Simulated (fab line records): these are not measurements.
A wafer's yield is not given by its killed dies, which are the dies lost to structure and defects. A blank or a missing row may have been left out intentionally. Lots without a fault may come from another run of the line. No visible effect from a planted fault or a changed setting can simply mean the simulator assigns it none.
The tool behind it: which one? -- flow nand_harc -- 11 lots, 33 wafers sampled, at 6 steps of a route of 1159

## WHAT THE GAUGES SHOWED, per wafer
NHARC_P_GATE_CD_MEAS_26: target cd 120 nm. Usual: 119.9 nm for cd_nm, sd 0.65.
lot,measured,on,cd_nm (nm),flag
L625,day 5 06:43,cd_sem-03,120.7 121.0 119.6,
L626,day 5 09:59,cd_sem-02,120.7 119.4 120.2,
L627,day 5 10:25,cd_sem-03,119.9 120.4 120.4,
L628,day 6 01:22,cd_sem-02,119.4 118.6 118.3,
L630,day 6 11:28,cd_sem-03,120.0 120.4 120.3,
L629,day 6 11:55,cd_sem-02,119.3 120.7 119.0,
L632,day 6 22:04,cd_sem-03,115.2 115.9 115.8,OFF
L633,day 7 04:02,cd_sem-01,120.9 120.8 120.8,
L638,day 8 18:04,cd_sem-01,115.4 116.6 115.8,OFF
L641,day 9 04:47,cd_sem-02,119.6 120.6 121.1,
L642,day 9 11:52,cd_sem-02,120.6 120.0 119.4,

NHARC_END_SORT_01. Usual: killed_at_array 26, standard deviation 9.1; killed_at_other 0.7, standard deviation 0.9; killed_at_periphery 3.6, standard deviation 2.8; killed_dies 30, standard deviation 9.2; killed_open 3.0, standard deviation 1.9; killed_short 2.0, standard deviation 1.4.
lot,measured,on,killed_at_array,killed_at_other,killed_at_periphery,killed_dies,killed_open,killed_short,flag
L638,day 24 09:44,prober-01,26 16 22,0 0 1,11 8 10,37 24 33,4 2 1,0 3 1,

## TOOL THAT RAN EACH LOT (tool first, then ch and the chambers of the sampled wafers, then the start)
lot,NHARC_P_GATE_DEP_103,NHARC_P_GATE_EXPOSE_23,NHARC_P_GATE_DESCUM_31,NHARC_P_GATE_ETCH_104
L625,"pecvd-01 ch 1,2, day 5 06:02","arfi_scanner-03 ch 0, day 5 06:34","rie_diel-08 ch 2,3, day 5 06:54","rie_diel-08 ch 2,3, day 5 06:59"
L626,"pecvd-01 ch 0,1, day 5 09:23","arfi_scanner-03 ch 0, day 5 09:50","rie_diel-02 ch 0,1,2, day 5 10:13","rie_diel-02 ch 1,2,3, day 5 10:19"
L627,"pecvd-01 ch 0,1, day 5 09:44","arfi_scanner-02 ch 0, day 5 10:17","rie_diel-02 ch 0,3, day 5 10:36","rie_diel-02 ch 0,1, day 5 10:41"
L628,"pecvd-02 ch 0,1,2, day 6 00:41","arfi_scanner-01 ch 0, day 6 01:13","rie_diel-08 ch 0,1, day 6 01:33","rie_diel-08 ch 0,3, day 6 01:38"
L630,"pecvd-02 ch 0,1,2, day 6 10:46","arfi_scanner-03 ch 0, day 6 11:19","rie_diel-02 ch 0,3, day 6 11:40","rie_diel-02 ch 1,2,3, day 6 11:44"
L629,"pecvd-02 ch 0,1,2, day 6 11:18","arfi_scanner-01 ch 0, day 6 11:47","rie_diel-05 ch 2,3, day 6 12:07","rie_diel-05 ch 0,1, day 6 12:22"
L632,"pecvd-04 ch 0,1, day 6 21:23","arfi_scanner-01 ch 0, day 6 21:55","rie_diel-05 ch 2,3, day 6 22:17","rie_diel-05 ch 0,3, day 6 22:22"
L633,"pecvd-02 ch 0,1,2, day 7 03:26","arfi_scanner-03 ch 0, day 7 03:54","rie_diel-05 ch 0,1,3, day 7 04:14","rie_diel-05 ch 1,2,3, day 7 04:19"
L638,"pecvd-02 ch 0,2, day 8 17:31","arfi_scanner-01 ch 0, day 8 17:55","rie_diel-08 ch 0,2, day 8 18:15","rie_diel-08 ch 0,1,2, day 8 18:20"
L641,"pecvd-01 ch 0,1, day 9 04:08","arfi_scanner-03 ch 0, day 9 04:39","rie_diel-08 ch 0,1,2, day 9 05:04","rie_diel-08 ch 0,3, day 9 05:10"
L642,"pecvd-02 ch 0,1,2, day 9 11:13","arfi_scanner-02 ch 0, day 9 11:43","rie_diel-05 ch 2,3, day 9 12:08","rie_diel-05 ch 0,3, day 9 12:14"
- NHARC_P_GATE_DEP_103: deposits SiON, target thk 30 nm.
- NHARC_P_GATE_EXPOSE_23: exposes mask P GATE, target cd 120 nm.
- NHARC_P_GATE_DESCUM_31: chemistry O2, time 3 s.
- NHARC_P_GATE_ETCH_104: etches the open film in CF4/CHF3, target depth 60 nm.

## AS READ BY THE TOOLS THEMSELVES (means over the sampled wafers that have a number; for cases with no such wafer, the mark the record gives instead)
NHARC_P_GATE_DEP_103. Usual: 689 W for heater_power_w, sd 110.
lot,tool,heater_power_w (W),flag
L625,pecvd-01,538,
L626,pecvd-01,808,
L627,pecvd-01,819,
L628,pecvd-02,768,
L630,pecvd-02,716,
L629,pecvd-02,704,
L632,pecvd-04,595,
L633,pecvd-02,756,
L638,pecvd-02,687,
L641,pecvd-01,769,
L642,pecvd-02,716,

NHARC_P_GATE_EXPOSE_23. Usual: exposure_dose_mJ_cm2 93.91, standard deviation 0.093; stage_vel_mm_s 500.05 mm/s, standard deviation 0.22.
lot,tool,exposure_dose_mJ_cm2,stage_vel_mm_s (mm/s),flag
L625,arfi_scanner-03,93.91,500.03,
L626,arfi_scanner-03,94.01,499.78,
L627,arfi_scanner-02,93.85,499.95,
L628,arfi_scanner-01,93.81,500.07,
L630,arfi_scanner-03,93.76,499.78,
L629,arfi_scanner-01,93.78,500.10,
L632,arfi_scanner-01,101.07,500.21,OFF
L633,arfi_scanner-03,93.94,500.07,
L638,arfi_scanner-01,101.12,500.14,OFF
L641,arfi_scanner-03,93.86,499.85,
L642,arfi_scanner-02,93.90,500.11,

NHARC_P_GATE_DESCUM_31. Usual: drypump_motor_current_A 5.8 A, standard deviation 0.38; oes_product_au 1.002 a.u., standard deviation 0.012; rf_vpp_V 57.8 V, standard deviation 0.84; showerhead_plenum_p_Torr 1.92 Torr, standard deviation 0.056; throttle_valve_pct 11.311 %, standard deviation 0.01.
lot,tool,drypump_motor_current_A (A),oes_product_au (a.u.),rf_vpp_V (V),showerhead_plenum_p_Torr (Torr),throttle_valve_pct (%),flag
L625,rie_diel-08,5.5,0.989,58.4,1.99,11.314,
L626,rie_diel-02,5.6,1.003,58.7,1.93,11.307,
L627,rie_diel-02,5.8,0.999,57.8,1.93,11.303,
L628,rie_diel-08,5.4,0.997,57.7,1.86,11.309,
L630,rie_diel-02,5.8,1.010,58.9,1.93,11.297,
L629,rie_diel-05,5.8,1.003,58.6,1.94,11.317,
L632,rie_diel-05,5.9,1.014,57.3,1.94,11.317,
L633,rie_diel-05,5.8,1.006,57.1,1.93,11.312,
L638,rie_diel-08,6.0,0.998,58.1,1.92,11.316,
L641,rie_diel-08,5.7,1.001,57.6,1.89,11.308,
L642,rie_diel-05,6.0,0.994,58.3,1.90,11.320,

NHARC_P_GATE_ETCH_104. Usual: bias_w 199.9 W, standard deviation 0.6; drypump_motor_current_A 5.8 A, standard deviation 0.39; oes_product_au 0.950 a.u., standard deviation 0.022; rf_vpp_V 370.9 V, standard deviation 1.7; showerhead_plenum_p_Torr 1.58 Torr, standard deviation 0.043; throttle_valve_pct 16.803 %, standard deviation 0.0093.
lot,tool,bias_w (W),drypump_motor_current_A (A),oes_product_au (a.u.),rf_vpp_V (V),showerhead_plenum_p_Torr (Torr),throttle_valve_pct (%),flag
L625,rie_diel-08,200.0,5.7,0.949,372.2,1.64,16.805,
L626,rie_diel-02,200.3,6.0,0.955,371.0,1.58,16.799,
L627,rie_diel-02,200.0,5.4,0.944,371.8,1.61,16.802,
L628,rie_diel-08,200.1,5.8,0.970,369.5,1.54,16.804,
L630,rie_diel-02,199.8,6.0,0.980,370.9,1.58,16.809,
L629,rie_diel-05,200.4,5.9,0.947,371.7,1.58,16.801,
L632,rie_diel-05,200.0,5.8,0.916,371.8,1.61,16.803,
L633,rie_diel-05,199.2,5.9,0.929,370.7,1.56,16.799,
L638,rie_diel-08,199.8,5.7,0.965,370.4,1.56,16.804,
L641,rie_diel-08,199.3,5.6,0.912,371.1,1.58,16.805,
L642,rie_diel-05,200.6,5.8,0.956,372.8,1.61,16.802,

## THE ANSWER, worked out from the rows above alone
Rule: take the mean of a lot's wafers that have a number; if it is more than 3 standard deviations from the usual mean, the lot is off. Also off: a lot with no number at a reading for which 4 or more lots have one. Any other lot the step has rows for is counted as sound. The gauges are gone through in route order, then the tools' own readings, and for those a lot's mean is taken as printed above. At the first step where some lot is off, the reading lying furthest off is the one used; lots without a number count as furthest.
Off at NHARC_P_GATE_CD_MEAS_26 (cd_nm): L632, L638.
A tool fits if, at a process step before that reading, it ran every lot that is off, and no sound lot after the first of them. The gauges at NHARC_P_GATE_CD_MEAS_26 aren't tried: what is off there is off at NHARC_P_GATE_EXPOSE_23 too, on other tools, and a gauge's error can't cause that. One fits: arfi_scanner-01 at NHARC_P_GATE_EXPOSE_23. Its last sound lot is L629 (day 6 11:47), its first lot that is off L632 (day 6 21:55): a fault that began between those two fits.
On the lots that are off, the tool's own readings at NHARC_P_GATE_EXPOSE_23 differ by more than 5 times the standard deviation of the sound lots' means, which bears it out; exposure_dose_mJ_cm2 reads 101.09 there versus 93.87 on the sound lots.

## WHAT THE SIMULATOR HAD INSERTED
Process parameters drifting: arfi_scanner-01 at NHARC_P_GATE_EXPOSE_23, beginning at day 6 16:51. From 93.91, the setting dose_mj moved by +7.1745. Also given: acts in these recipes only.
Lots struck among those shown: L632, L638. The same result came from the rule above.
